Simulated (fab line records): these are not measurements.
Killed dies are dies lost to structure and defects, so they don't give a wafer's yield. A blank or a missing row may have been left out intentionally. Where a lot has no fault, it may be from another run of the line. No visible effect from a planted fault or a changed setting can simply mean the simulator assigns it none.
fab line records || flow n5Finfet
[record] {"lots": 4, "wafers": 12, "lastDay": 17}
route steps=1938 shown DUMMY_GATE@255 SPACER0@258 SD_EPI_N@262 BEOL_M4@1111
lots untouched by any fault: they come from a run of this same line in which no faults occurred
startH: hours from the record's first day to the start of the lot's first wafer shown || waitH: hours since the lot's step before || " the same as in the row above || L1.1+2: a single row standing in for several wafers || - no value present, or no start provided || * or withheld: withheld || < > ~ a bound
route shown NAME@n: names a module that has steps shown in the file, with the first one's number in the route || usual: mean and standard deviation over wafers with no fault || same: alike in all rows || chamber/n: place in a boat || sites: each site's reading || _std_site: standard deviation across them || _edge_site: outer sites' mean less inner sites' || radiusMm: how far each site lies from the wafer's centre || mask NAME#n: copy n || behind: the most recent tool/chamber to have shaped the wafer || hold: why the lot was held/for how many hours/how that ended || device: which transistor (n, p or np) failed to switch || end of line: tests of these same wafers at the route's end || where a step has no rows: the recipe by itself || killed: the dies lost at the first sort to structure and to defects; this is not the yield of the wafer || map: a wafer's dies, marking killed ones x, the rest . and places with no die _
set.NAME: the setting as run; set.NAME@STEP: as run at that earlier step || model.NAME: the simulator's own value behind a step, which no gauge read
lots at selected steps of the route; one table per step, one row per wafer
services: the hour from which a tool's chamber was out of use, counted from the record's first day as startH (under 0 if before that day), plus the number of hours and why
[[steps]]
[step N5_DUMMY_GATE_SRD_26]
[recipe] {"dry": "ipaMarangoni", "timeS": 30, "tempC": 23, "rinseLiquid": "diw"}
[step N5_DUMMY_GATE_UV_OZONE_45]
[recipe] {"timeS": 120, "pressureTorr": 760, "tempC": 25}
[step N5_SPACER0_ALD_07]
[recipe] {"material": "SiNx", "targetThkA": 20, "tempC": 400, "aldPrecursorFamily": "SiH2I2", "aldCoReactant": "N2/H2-plasma", "pressureTorr": 2}
[step N5_SPACER0_ALD_00]
[recipe] {"material": "SiOCN", "targetThkA": 35, "tempC": 400, "aldPrecursorFamily": "alkyl-aminosilane", "aldCoReactant": "O2/N2-plasma", "pulseTimeS": 3, "purgeTimeS": 2, "coReactantPurgeTimeS": 2, "aldCycles": 58, "pressureTorr": 2}
[step N5_SPACER0_ALD_08]
[recipe] {"material": "SiNx", "targetThkA": 20, "tempC": 400, "aldPrecursorFamily": "SiH2I2", "aldCoReactant": "N2/H2-plasma", "pressureTorr": 2}
[step N5_SD_EPI_N_COAT_32]
[recipe] {"resist": "SOC", "tempC": 250, "timeS": 60, "spinRpm": 1500, "resistThkNm": 350}
[step N5_SD_EPI_N_COAT_33]
[recipe] {"resist": "SiARC", "tempC": 220, "timeS": 60, "spinRpm": 1500, "resistThkNm": 35}
[step N5_SD_EPI_N_COAT_03]
[recipe] {"resist": "CAR-ArF-block", "spinRpm": 1500, "resistThkNm": 150}
[step N5_SD_EPI_N_EBR_05]
[recipe] {"solvent": "PGMEA", "ebrWidthMm": 1.5}
[step N5_SD_EPI_N_SOFTBAKE_04]
[recipe] {"tempC": 110, "timeS": 60, "resist": "CAR-ArF-block"}
[step N5_SD_EPI_N_EXPOSE_06]
[recipe] {"maskId": "SD_N_BLK", "na": 1.35, "sourceShape": "conventional", "sigmaOuter": 0.8, "polarization": "unpolarized", "targetCdNm": 120, "doseMj": 39.75}
[usual] {"exposureDoseMJCm2": "39.81/0.2", "focusOffsetNm": "0.0/0.53", "stageVelMmS": "499.96/0.26"}
{"lot.wafer": "L597.2", "tool": "arfiScanner-02", "chamber": 0, "startH": 66.49, "waitH": "-", "mask": "SD_N_BLK#0", "exposureDoseMJCm2": 39.75, "focusOffsetNm": 0.8, "stageVelMmS": 499.95}
{"lot.wafer": "L597.3", "tool": "arfiScanner-02", "chamber": 0, "startH": 66.49, "waitH": "-", "mask": "SD_N_BLK#0", "exposureDoseMJCm2": 39.72, "focusOffsetNm": 0.5, "stageVelMmS": 500.21}
{"lot.wafer": "L597.5", "tool": "arfiScanner-02", "chamber": 0, "startH": 66.49, "waitH": "-", "mask": "SD_N_BLK#0", "exposureDoseMJCm2": 39.75, "focusOffsetNm": 0.7, "stageVelMmS": 500.16}
{"lot.wafer": "L609.2", "tool": "arfiScanner-02", "chamber": 0, "startH": 137.30, "waitH": "-", "mask": "SD_N_BLK#0", "exposureDoseMJCm2": 38.63, "focusOffsetNm": 0.7, "stageVelMmS": 500.08}
{"lot.wafer": "L609.3", "tool": "arfiScanner-02", "chamber": 0, "startH": 137.30, "waitH": "-", "mask": "SD_N_BLK#0", "exposureDoseMJCm2": 38.68, "focusOffsetNm": 0.1, "stageVelMmS": 499.60}
{"lot.wafer": "L609.4", "tool": "arfiScanner-02", "chamber": 0, "startH": 137.30, "waitH": "-", "mask": "SD_N_BLK#0", "exposureDoseMJCm2": 38.68, "focusOffsetNm": 0.9, "stageVelMmS": 499.97}
{"lot.wafer": "L613.1", "tool": "arfiScanner-02", "chamber": 0, "startH": 161.17, "waitH": "-", "mask": "SD_N_BLK#0", "exposureDoseMJCm2": 38.84, "focusOffsetNm": 0.2, "stageVelMmS": 499.70}
{"lot.wafer": "L613.3", "tool": "arfiScanner-02", "chamber": 0, "startH": 161.17, "waitH": "-", "mask": "SD_N_BLK#0", "exposureDoseMJCm2": 38.85, "focusOffsetNm": 0.2, "stageVelMmS": 499.68}
{"lot.wafer": "L613.5", "tool": "arfiScanner-02", "chamber": 0, "startH": 161.17, "waitH": "-", "mask": "SD_N_BLK#0", "exposureDoseMJCm2": 38.81, "focusOffsetNm": 0.9, "stageVelMmS": 499.81}
{"lot.wafer": "L615.2", "tool": "arfiScanner-03", "chamber": 0, "startH": 173.78, "waitH": "-", "mask": "SD_N_BLK#0", "exposureDoseMJCm2": 40.09, "focusOffsetNm": -0.2, "stageVelMmS": 500.08}
{"lot.wafer": "L615.5", "tool": "arfiScanner-03", "chamber": 0, "startH": 173.78, "waitH": "-", "mask": "SD_N_BLK#0", "exposureDoseMJCm2": 40.11, "focusOffsetNm": -1.1, "stageVelMmS": 499.75}
{"lot.wafer": "L615.6", "tool": "arfiScanner-03", "chamber": 0, "startH": 173.78, "waitH": "-", "mask": "SD_N_BLK#0", "exposureDoseMJCm2": 40.09, "focusOffsetNm": -0.1, "stageVelMmS": 500.05}
[step N5_SD_EPI_N_PEB_07]
[recipe] {"pebTempC": 110, "pebTimeS": 60, "resist": "CAR-ArF-block"}
[step N5_SD_EPI_N_DEVELOP_08]
[recipe] {"developTimeS": 30, "developer": "TMAH", "resist": "CAR-ArF-block", "devTempC": 23, "rinseLiquid": "diw", "dry": "airSpin"}
[step N5_SD_EPI_N_DESCUM_14]
[recipe] {"chemistry": "O2", "timeS": 7.9, "sourcePowerW": 50, "biasPowerW": 20, "pressureMtorr": 20, "rfFrequencyHz": 2.712e+07, "tempC": 40, "resist": "CAR-ArF-block", "o2FlowSccm": 225}
[usual] {"drypumpMotorCurrentA": "5.7/0.46", "oesProductAu": "0.77/0.066", "rfFwdPowerW": "49.37/0.28", "rfVppV": "243.6/1.3", "showerheadPlenumPTorr": "2.13/0.057", "throttleValvePct": "20.40/0.2"}
{"lot.wafer": "L597.2", "tool": "rieDiel-04", "chamber": 0, "startH": 66.70, "waitH": 0.0, "drypumpMotorCurrentA": 6.1, "oesProductAu": 0.78, "rfFwdPowerW": 49.41, "rfHoursCounterH": 130, "rfVppV": 242.6, "showerheadPlenumPTorr": 2.11, "throttleValvePct": 20.70, "model.SD_EPI_N.cdNm": 120.4}
{"lot.wafer": "L597.3", "tool": "rieDiel-04", "chamber": 2, "startH": 66.70, "waitH": 0.0, "drypumpMotorCurrentA": 6.1, "oesProductAu": 0.72, "rfFwdPowerW": 49.58, "rfHoursCounterH": 199, "rfVppV": 244.4, "showerheadPlenumPTorr": 2.09, "throttleValvePct": 20.33, "model.SD_EPI_N.cdNm": 120.8}
{"lot.wafer": "L597.5", "tool": "rieDiel-04", "chamber": 0, "startH": 66.70, "waitH": 0.0, "drypumpMotorCurrentA": 6.0, "oesProductAu": 0.78, "rfFwdPowerW": 49.61, "rfHoursCounterH": "-", "rfVppV": 243.6, "showerheadPlenumPTorr": 2.11, "throttleValvePct": 20.71, "model.SD_EPI_N.cdNm": 120}
{"lot.wafer": "L609.2", "tool": "rieDiel-01", "chamber": 2, "startH": 137.51, "waitH": 0.0, "drypumpMotorCurrentA": 4.8, "oesProductAu": 0.73, "rfFwdPowerW": 49.24, "rfHoursCounterH": 163, "rfVppV": 243.0, "showerheadPlenumPTorr": 2.01, "throttleValvePct": 20.60, "model.SD_EPI_N.cdNm": 117}
{"lot.wafer": "L609.3", "tool": "rieDiel-01", "chamber": 3, "startH": 137.51, "waitH": 0.0, "drypumpMotorCurrentA": 6.2, "oesProductAu": 0.86, "rfFwdPowerW": 49.53, "rfHoursCounterH": 29, "rfVppV": 247.1, "showerheadPlenumPTorr": 2.20, "throttleValvePct": 20.06, "model.SD_EPI_N.cdNm": 117.2}
{"lot.wafer": "L609.4", "tool": "rieDiel-01", "chamber": 0, "startH": 137.51, "waitH": 0.0, "drypumpMotorCurrentA": 5.8, "oesProductAu": 0.78, "rfFwdPowerW": 49.37, "rfHoursCounterH": 144, "rfVppV": 242.5, "showerheadPlenumPTorr": 2.11, "throttleValvePct": 20.37, "model.SD_EPI_N.cdNm": 117.8}
{"lot.wafer": "L613.1", "tool": "rieDiel-04", "chamber": 0, "startH": 161.58, "waitH": 0.2, "drypumpMotorCurrentA": 6.1, "oesProductAu": 0.75, "rfFwdPowerW": 49.74, "rfHoursCounterH": 165, "rfVppV": 243.4, "showerheadPlenumPTorr": 2.10, "throttleValvePct": 20.75, "model.SD_EPI_N.cdNm": 119}
{"lot.wafer": "L613.3", "tool": "rieDiel-04", "chamber": 3, "startH": 161.58, "waitH": 0.2, "drypumpMotorCurrentA": 5.9, "oesProductAu": 0.72, "rfFwdPowerW": 49.15, "rfHoursCounterH": 201, "rfVppV": 245.2, "showerheadPlenumPTorr": 2.17, "throttleValvePct": 20.44, "model.SD_EPI_N.cdNm": 119}
{"lot.wafer": "L613.5", "tool": "rieDiel-04", "chamber": 3, "startH": 161.58, "waitH": 0.2, "drypumpMotorCurrentA": 5.9, "oesProductAu": 0.72, "rfFwdPowerW": 49.35, "rfHoursCounterH": "-", "rfVppV": 243.2, "showerheadPlenumPTorr": 2.17, "throttleValvePct": 20.42, "model.SD_EPI_N.cdNm": 118.6}
{"lot.wafer": "L615.2", "tool": "rieDiel-01", "chamber": 3, "startH": 173.99, "waitH": 0.0, "drypumpMotorCurrentA": 6.2, "oesProductAu": 0.85, "rfFwdPowerW": 49.58, "rfHoursCounterH": 41, "rfVppV": 244.2, "showerheadPlenumPTorr": 2.20, "throttleValvePct": 20.08, "model.SD_EPI_N.cdNm": 121.2}
{"lot.wafer": "L615.5", "tool": "rieDiel-01", "chamber": 2, "startH": 173.99, "waitH": 0.0, "drypumpMotorCurrentA": 4.8, "oesProductAu": 0.72, "rfFwdPowerW": 49.51, "rfHoursCounterH": "-", "rfVppV": 242.2, "showerheadPlenumPTorr": 2.01, "throttleValvePct": 20.60, "model.SD_EPI_N.cdNm": 120.4}
{"lot.wafer": "L615.6", "tool": "rieDiel-01", "chamber": 1, "startH": 173.99, "waitH": 0.0, "drypumpMotorCurrentA": 5.1, "oesProductAu": 0.69, "rfFwdPowerW": 48.91, "rfHoursCounterH": "-", "rfVppV": 243.7, "showerheadPlenumPTorr": 2.17, "throttleValvePct": 20.56, "model.SD_EPI_N.cdNm": 120.4}
[step N5_SD_EPI_N_ETCH_34]
[recipe] {"chemistry": "CF4", "target": "SiARC", "targetDepthA": 455, "maskMaterial": "CAR-ArF-block", "timeS": 75.8, "ionEnergyEv": 80, "pressureMtorr": 40, "sourceW": 545, "biasW": 36, "Ar_flow_sccm": 100, "cf4FlowSccm": 100, "ends": "cleared"}
[step N5_SD_EPI_N_ETCH_35]
[recipe] {"chemistry": "N2/H2", "target": "SOC", "overetchA": 1080, "maskMaterial": "SiARC", "tempC": 40, "ionEnergyEv": 100, "sourceW": 3000, "biasW": 133, "pressureMtorr": 20, "timeS": 486, "n2FlowSccm": 200, "h2FlowSccm": 200}
[step N5_SD_EPI_N_STRIP_36]
[recipe] {"chemistry": "N2/H2", "tempC": 40, "n2FlowSccm": 200, "h2FlowSccm": 200, "rfFrequencyHz": 6e+07}
[step N5_SD_EPI_N_ETCHBACK_44]
[recipe] {"chemistry": "CH3F/O2", "mode": "anisotropicEtchback", "target": "SiNx", "targetDepthA": 145, "stopOn": "SiO2", "overEtchFrac": 0.3, "ionEnergyEv": 120, "pressureMtorr": 30, "sourceW": 395, "biasW": 73, "Ar_flow_sccm": 150, "CH3F_flow_sccm": 30, "O2_flow_sccm": 20}
[step N5_SD_EPI_N_ETCH_45]
[recipe] {"chemistry": "CH3F/O2", "target": "SiOCN", "targetDepthA": 60, "maskMaterial": "SOC", "ionEnergyEv": 60, "biasW": 29, "pressureMtorr": 15, "sourceW": 410, "Ar_flow_sccm": 150, "CH3F_flow_sccm": 30, "O2_flow_sccm": 20}
[step N5_SD_EPI_N_ETCH_16]
[recipe] {"chemistry": "CHF3/O2", "target": "SiO2", "targetDepthA": 50, "maskMaterial": "SOC", "pressureMtorr": 30, "sourceW": 650, "biasW": 170, "Ar_flow_sccm": 200, "CHF3_flow_sccm": 50, "O2_flow_sccm": 5, "ionEnergyEv": 200}
[step N5_SD_EPI_N_STRIP_47]
[recipe] {"chemistry": "CHF3/O2", "resist": "SiARC", "rfFrequencyHz": 6e+07}
[step N5_SD_EPI_N_SD_RECESS_17]
[recipe] {"chemistry": "HBr/Cl2/O2", "targetDepthA": 410, "maskMaterial": "SOC", "timeS": 23.7, "btTimeS": 3, "pressureMtorr": 10, "icpW": 800, "biasW": 112, "HBr_flow_sccm": 150, "Cl2_flow_sccm": 80, "O2_flow_sccm": 12}
[usual] {"biasW": "111.97/0.29", "drypumpMotorCurrentA": "6.0/0.63", "oesProductAu": "1.006/0.013", "rfFwdPowerW": "795.5/3", "throttleValvePct": "37.1/0.34"}
[same] {"btTimeS": 3}
{"lot.wafer": "L597.2", "tool": "rieSi-03", "chamber": 1, "startH": 67.39, "waitH": 0.0, "biasW": 111.86, "drypumpMotorCurrentA": 5.7, "oesProductAu": 0.990, "rfFwdPowerW": 795.1, "rfHoursCounterH": 13, "throttleValvePct": 36.9, "model.SD_EPI_N.cdNm": 120.6}
{"lot.wafer": "L597.3", "tool": "rieSi-03", "chamber": 0, "startH": 67.39, "waitH": 0.0, "biasW": 111.70, "drypumpMotorCurrentA": 4.7, "oesProductAu": 0.991, "rfFwdPowerW": 795.9, "rfHoursCounterH": 63, "throttleValvePct": 37.0, "model.SD_EPI_N.cdNm": 120.6}
{"lot.wafer": "L597.5", "tool": "rieSi-03", "chamber": 3, "startH": 67.39, "waitH": 0.0, "biasW": 112.26, "drypumpMotorCurrentA": 5.3, "oesProductAu": 1.027, "rfFwdPowerW": 793.5, "rfHoursCounterH": "-", "throttleValvePct": 37.1, "model.SD_EPI_N.cdNm": 119.2}
{"lot.wafer": "L609.2", "tool": "rieSi-02", "chamber": 0, "startH": 138.20, "waitH": 0.0, "biasW": 112.53, "drypumpMotorCurrentA": 6.4, "oesProductAu": 1.018, "rfFwdPowerW": 795.8, "rfHoursCounterH": 54, "throttleValvePct": 37.8, "model.SD_EPI_N.cdNm": 116}
{"lot.wafer": "L609.3", "tool": "rieSi-02", "chamber": 2, "startH": 138.20, "waitH": 0.0, "biasW": 112.00, "drypumpMotorCurrentA": 6.7, "oesProductAu": 0.998, "rfFwdPowerW": 800.7, "rfHoursCounterH": 108, "throttleValvePct": 36.7, "model.SD_EPI_N.cdNm": 117.4}
{"lot.wafer": "L609.4", "tool": "rieSi-02", "chamber": 3, "startH": 138.20, "waitH": 0.0, "biasW": 111.64, "drypumpMotorCurrentA": 5.9, "oesProductAu": 1.012, "rfFwdPowerW": 793.0, "rfHoursCounterH": 90, "throttleValvePct": 37.1, "model.SD_EPI_N.cdNm": 117.6}
{"lot.wafer": "L613.1", "tool": "rieSi-02", "chamber": 3, "startH": 162.27, "waitH": 0.0, "biasW": 111.97, "drypumpMotorCurrentA": 5.9, "oesProductAu": 1.007, "rfFwdPowerW": 793.0, "rfHoursCounterH": 91, "throttleValvePct": 37.1, "model.SD_EPI_N.cdNm": 118.4}
{"lot.wafer": "L613.3", "tool": "rieSi-02", "chamber": 1, "startH": 162.27, "waitH": 0.0, "biasW": 111.57, "drypumpMotorCurrentA": 6.8, "oesProductAu": 1.001, "rfFwdPowerW": 798.2, "rfHoursCounterH": 55, "throttleValvePct": 37.5, "model.SD_EPI_N.cdNm": 118.8}
{"lot.wafer": "L613.5", "tool": "rieSi-02", "chamber": 0, "startH": 162.27, "waitH": 0.0, "biasW": 111.79, "drypumpMotorCurrentA": 6.4, "oesProductAu": 1.021, "rfFwdPowerW": 797.9, "rfHoursCounterH": "-", "throttleValvePct": 37.8, "model.SD_EPI_N.cdNm": 118.4}
{"lot.wafer": "L615.2", "tool": "rieSi-03", "chamber": 0, "startH": 174.68, "waitH": 0.0, "biasW": 111.78, "drypumpMotorCurrentA": 4.7, "oesProductAu": 0.993, "rfFwdPowerW": 795.0, "rfHoursCounterH": 65, "throttleValvePct": 37.0, "model.SD_EPI_N.cdNm": 122.6}
{"lot.wafer": "L615.5", "tool": "rieSi-03", "chamber": 3, "startH": 174.68, "waitH": 0.0, "biasW": 111.84, "drypumpMotorCurrentA": 5.3, "oesProductAu": 1.032, "rfFwdPowerW": 798.3, "rfHoursCounterH": "-", "throttleValvePct": 37.1, "model.SD_EPI_N.cdNm": 121.2}
{"lot.wafer": "L615.6", "tool": "rieSi-03", "chamber": 0, "startH": 174.68, "waitH": 0.0, "biasW": 112.42, "drypumpMotorCurrentA": 4.7, "oesProductAu": 0.985, "rfFwdPowerW": 798.6, "rfHoursCounterH": "-", "throttleValvePct": 37.0, "model.SD_EPI_N.cdNm": 121}
[step N5_SD_EPI_N_STRIP_38]
[recipe] {"chemistry": "N2/H2", "powerW": 1000, "tempC": 250, "h2Frac": 0.65, "overashFraction": 0.3, "pressureMtorr": "withheld", "n2FlowSccm": 1750, "h2FlowSccm": 3250}
[step N5_BEOL_M4_RC_MEAS_101]
[usual] {"DIBL_N": "36.2/1.7", "DIBL_P": "36.2/2.2", "IOFF_N": "0.16/0.035", "IOFF_P": "0.21/0.042", "ION_N": "673/13", "ION_P": "462/7.9", "SS_N": "71.4/0.59", "SS_P": "73.2/0.7", "VT_N": "250/3.6", "VT_P": "-251/3.5"}
{"lot.wafer": "L597.2", "tool": "prober-02", "chamber": 0, "startH": 175.38, "waitH": 0.2, "DIBL_N[mV/V]": 35.7, "DIBL_P[mV/V]": 38.2, "IOFF_N[nA/um]": 0.20, "IOFF_P[nA/um]": 0.28, "ION_N[uA/um]": 691, "ION_P[uA/um]": 470, "SS_N[mV/dec]": 71.4, "SS_P[mV/dec]": 74.0, "VT_N[mV]": 244, "VT_P[mV]": -242}
{"lot.wafer": "L597.3", "tool": "prober-02", "chamber": 0, "startH": 175.38, "waitH": 0.2, "DIBL_N[mV/V]": 35.8, "DIBL_P[mV/V]": 37.6, "IOFF_N[nA/um]": 0.19, "IOFF_P[nA/um]": 0.26, "ION_N[uA/um]": 680, "ION_P[uA/um]": 466, "SS_N[mV/dec]": 71.3, "SS_P[mV/dec]": 73.5, "VT_N[mV]": 248, "VT_P[mV]": -243}
{"lot.wafer": "L597.5", "tool": "prober-02", "chamber": 0, "startH": 175.38, "waitH": 0.2, "DIBL_N[mV/V]": 36.6, "DIBL_P[mV/V]": 38.1, "IOFF_N[nA/um]": 0.21, "IOFF_P[nA/um]": 0.26, "ION_N[uA/um]": 701, "ION_P[uA/um]": 472, "SS_N[mV/dec]": 72.2, "SS_P[mV/dec]": 74.1, "VT_N[mV]": 245, "VT_P[mV]": -246}
{"lot.wafer": "L609.2", "tool": "prober-02", "chamber": 0, "startH": 251.06, "waitH": 0.2, "DIBL_N[mV/V]": 37.3, "DIBL_P[mV/V]": 37.9, "IOFF_N[nA/um]": 0.20, "IOFF_P[nA/um]": 0.26, "ION_N[uA/um]": 697, "ION_P[uA/um]": 474, "SS_N[mV/dec]": 72.0, "SS_P[mV/dec]": 73.6, "VT_N[mV]": 247, "VT_P[mV]": -246}
{"lot.wafer": "L609.3", "tool": "prober-02", "chamber": 0, "startH": 251.06, "waitH": 0.2, "DIBL_N[mV/V]": 36.7, "DIBL_P[mV/V]": 37.5, "IOFF_N[nA/um]": 0.18, "IOFF_P[nA/um]": 0.25, "ION_N[uA/um]": 681, "ION_P[uA/um]": 470, "SS_N[mV/dec]": 71.7, "SS_P[mV/dec]": 74.1, "VT_N[mV]": 248, "VT_P[mV]": -248}
{"lot.wafer": "L609.4", "tool": "prober-02", "chamber": 0, "startH": 251.06, "waitH": 0.2, "DIBL_N[mV/V]": 35.9, "DIBL_P[mV/V]": 34.7, "IOFF_N[nA/um]": 0.16, "IOFF_P[nA/um]": 0.20, "ION_N[uA/um]": 682, "ION_P[uA/um]": 472, "SS_N[mV/dec]": 72.6, "SS_P[mV/dec]": 72.5, "VT_N[mV]": 252, "VT_P[mV]": -252}
{"lot.wafer": "L613.1", "tool": "prober-01", "chamber": 0, "startH": 287.80, "waitH": 0.0, "DIBL_N[mV/V]": 37.7, "DIBL_P[mV/V]": 35.8, "IOFF_N[nA/um]": 0.18, "IOFF_P[nA/um]": 0.20, "ION_N[uA/um]": 674, "ION_P[uA/um]": 459, "SS_N[mV/dec]": 70.9, "SS_P[mV/dec]": 72.5, "VT_N[mV]": 249, "VT_P[mV]": -249}
{"lot.wafer": "L613.3", "tool": "prober-01", "chamber": 0, "startH": 287.80, "waitH": 0.0, "DIBL_N[mV/V]": 38.4, "DIBL_P[mV/V]": 36.5, "IOFF_N[nA/um]": 0.17, "IOFF_P[nA/um]": 0.21, "ION_N[uA/um]": 670, "ION_P[uA/um]": 454, "SS_N[mV/dec]": 71.9, "SS_P[mV/dec]": 73.7, "VT_N[mV]": 251, "VT_P[mV]": -252}
{"lot.wafer": "L613.5", "tool": "prober-01", "chamber": 0, "startH": 287.80, "waitH": 0.0, "DIBL_N[mV/V]": 36.7, "DIBL_P[mV/V]": 34.2, "IOFF_N[nA/um]": 0.15, "IOFF_P[nA/um]": 0.18, "ION_N[uA/um]": 659, "ION_P[uA/um]": 451, "SS_N[mV/dec]": 71.3, "SS_P[mV/dec]": 73.1, "VT_N[mV]": 253, "VT_P[mV]": -251}
{"lot.wafer": "L615.2", "tool": "prober-01", "chamber": 0, "startH": 302.35, "waitH": 0.2, "DIBL_N[mV/V]": 37.6, "DIBL_P[mV/V]": 36.4, "IOFF_N[nA/um]": 0.15, "IOFF_P[nA/um]": 0.23, "ION_N[uA/um]": 666, "ION_P[uA/um]": 464, "SS_N[mV/dec]": 71.0, "SS_P[mV/dec]": 72.8, "VT_N[mV]": 252, "VT_P[mV]": -248}
{"lot.wafer": "L615.5", "tool": "prober-01", "chamber": 0, "startH": 302.35, "waitH": 0.2, "DIBL_N[mV/V]": 36.7, "DIBL_P[mV/V]": 34.8, "IOFF_N[nA/um]": 0.15, "IOFF_P[nA/um]": 0.21, "ION_N[uA/um]": 678, "ION_P[uA/um]": 466, "SS_N[mV/dec]": 71.3, "SS_P[mV/dec]": 72.7, "VT_N[mV]": 248, "VT_P[mV]": -251}
{"lot.wafer": "L615.6", "tool": "prober-01", "chamber": 0, "startH": 302.35, "waitH": 0.2, "DIBL_N[mV/V]": 36.3, "DIBL_P[mV/V]": 34.9, "IOFF_N[nA/um]": 0.13, "IOFF_P[nA/um]": 0.20, "ION_N[uA/um]": 673, "ION_P[uA/um]": 466, "SS_N[mV/dec]": 71.0, "SS_P[mV/dec]": 73.6, "VT_N[mV]": 252, "VT_P[mV]": -249}
[[services]]
{"tool": "rieDiel-01", "chamber": 3, "startH": 43.78, "hours": "-", "kind": "clean"}
{"tool": "rieDiel-01", "chamber": 3, "startH": 43.78, "hours": "-", "kind": "consumableReplace:focusRing"}
{"tool": "rieDiel-01", "chamber": 3, "startH": 43.78, "hours": "-", "kind": "consumableReplace:showerhead"}
{"tool": "rieDiel-01", "chamber": 3, "startH": 43.78, "hours": 15.0, "kind": "scheduledDown"}
{"tool": "rieDiel-01", "chamber": 3, "startH": 43.78, "hours": 15.0, "kind": "ventCycle"}
{"tool": "rieDiel-01", "chamber": 0, "startH": 51.63, "hours": 3.6, "kind": "repair"}
{"tool": "arfiScanner-03", "chamber": "-", "startH": 70.02, "hours": 3.9, "kind": "pm"}
{"tool": "arfiScanner-02", "chamber": "-", "startH": 72.56, "hours": 1.0, "kind": "pm"}
{"tool": "rieSi-03", "chamber": "-", "startH": 89.44, "hours": 14.6, "kind": "pm"}
{"tool": "arfiScanner-02", "chamber": "-", "startH": 101.97, "hours": 1.0, "kind": "pm"}
{"tool": "arfiScanner-02", "chamber": "-", "startH": 110.83, "hours": 3.9, "kind": "pm"}
{"tool": "rieDiel-01", "chamber": 0, "startH": 112.49, "hours": 8.4, "kind": "repair"}
{"tool": "rieSi-03", "chamber": "-", "startH": 117.25, "hours": 2.8, "kind": "pm"}
{"tool": "rieSi-03", "chamber": "-", "startH": 125.66, "hours": 0.3, "kind": "repair"}
{"tool": "arfiScanner-03", "chamber": "-", "startH": 134.00, "hours": 1.3, "kind": "pm"}
{"tool": "rieSi-02", "chamber": 2, "startH": 148.44, "hours": 4.2, "kind": "repair"}
{"tool": "arfiScanner-02", "chamber": "-", "startH": 151.65, "hours": 1.3, "kind": "pm"}
{"tool": "rieDiel-04", "chamber": 1, "startH": 161.52, "hours": 5.3, "kind": "repair"}
{"tool": "arfiScanner-02", "chamber": "-", "startH": 168.91, "hours": 5.1, "kind": "repair"}
{"tool": "arfiScanner-03", "chamber": 0, "startH": 170.79, "hours": "-", "kind": "calibration"}
[[key]]
[firstSign] {"step": "N5_SD_EPI_N_EXPOSE_06", "reading": "exposureDoseMJCm2", "direction": "down", "sigmas": 5.2, "usual": 39.81, "struck": 38.75}
effect none on later readings
[modelEffect] {"step": "N5_SD_EPI_N_DESCUM_14", "value": "SD_EPI_N.cdNm", "without": 119.7, "struck": 118.1}
[modelEffect] {"step": "N5_SD_EPI_N_SD_RECESS_17", "value": "SD_EPI_N.cdNm", "without": 119.3, "struck": 117.8}
metAt N5_SD_EPI_N_EXPOSE_06
struckWafers L609.2,L609.3,L609.4,L613.1,L613.3,L613.5
[loopTrim] {"step": "N5_SD_EPI_N_EXPOSE_06", "setting": "dose", "lots": "L613"}
onsetBetween 66.49 137.30
[fault] {"kind": "processParameterDrift", "tool": "arfiScanner-02", "chamber": "-", "onsetH": 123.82, "steps": "N5_SD_EPI_N_EXPOSE_06", "channel": "doseMj", "offset": -1.0279, "shape": "step", "actsIn": "theseRecipesOnly", "stated": 39.75}
// loopTrim: a control loop set the setting to another value than it would have without faults
